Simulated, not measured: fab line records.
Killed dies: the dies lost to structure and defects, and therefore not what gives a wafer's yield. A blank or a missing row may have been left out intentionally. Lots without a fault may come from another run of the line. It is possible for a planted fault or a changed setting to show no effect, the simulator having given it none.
Chamber matching | flow n5_finfet | N5_BEOL_M4_ETCHBACK_99 on rie_diel-03: 4 sister chambers
The step etches SiO2 in CHF3, target depth 5 nm, time 10.4 s. 4 wafers are shown with their chamber, then 8 later ones without.

## WAFERS, EACH WITH ITS CHAMBER
wafer  | chamber | showerhead_plenum_p_Torr (Torr)
L081.5 | 1       | 2.12
L085.5 | 0       | 2.19
L088.3 | 2       | 2.19
L091.1 | 3       | 2.09

## WAFERS WITH NO CHAMBER GIVEN
wafer  | showerhead_plenum_p_Torr (Torr)
L091.3 | 2.18
L091.4 | 2.19
L096.2 | 2.11
L096.3 | 2.09
L096.4 | 2.18
L094.1 | 2.18
L094.4 | 2.18
L094.6 | 2.09

## THE CHAMBER EACH PASSED THROUGH
wafer  | from the rows above     | in truth
L091.3 | can't be placed: 0 or 2 | 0
L091.4 | can't be placed: 0 or 2 | 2
L096.2 | can't be placed: 1 or 3 | 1
L096.3 | 3                       | 3
L096.4 | can't be placed: 0 or 2 | 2
L094.1 | can't be placed: 0 or 2 | 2
L094.4 | can't be placed: 0 or 2 | 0
L094.6 | 3                       | 3
Correct placement for 2 of the 8. Cannot be placed on the basis of these rows: 6; the candidates contain the true chamber in 6. Placed wrongly: 0.
How it was worked out, from the rows above alone: a wafer's distance from a chamber is the root of the sum, over the readings, of the square of ((its reading less the chamber's mean) divided by the reading's scatter). If the next closest chamber is less than 2 further off than the closest, the wafer can't be placed; otherwise it belongs to the closest. The mean given for a chamber averages the wafers shown for that chamber. The scatter (one wafer shown for each chamber): square how far every hidden wafer sits from the nearest shown wafer, average those squares and take the square root.
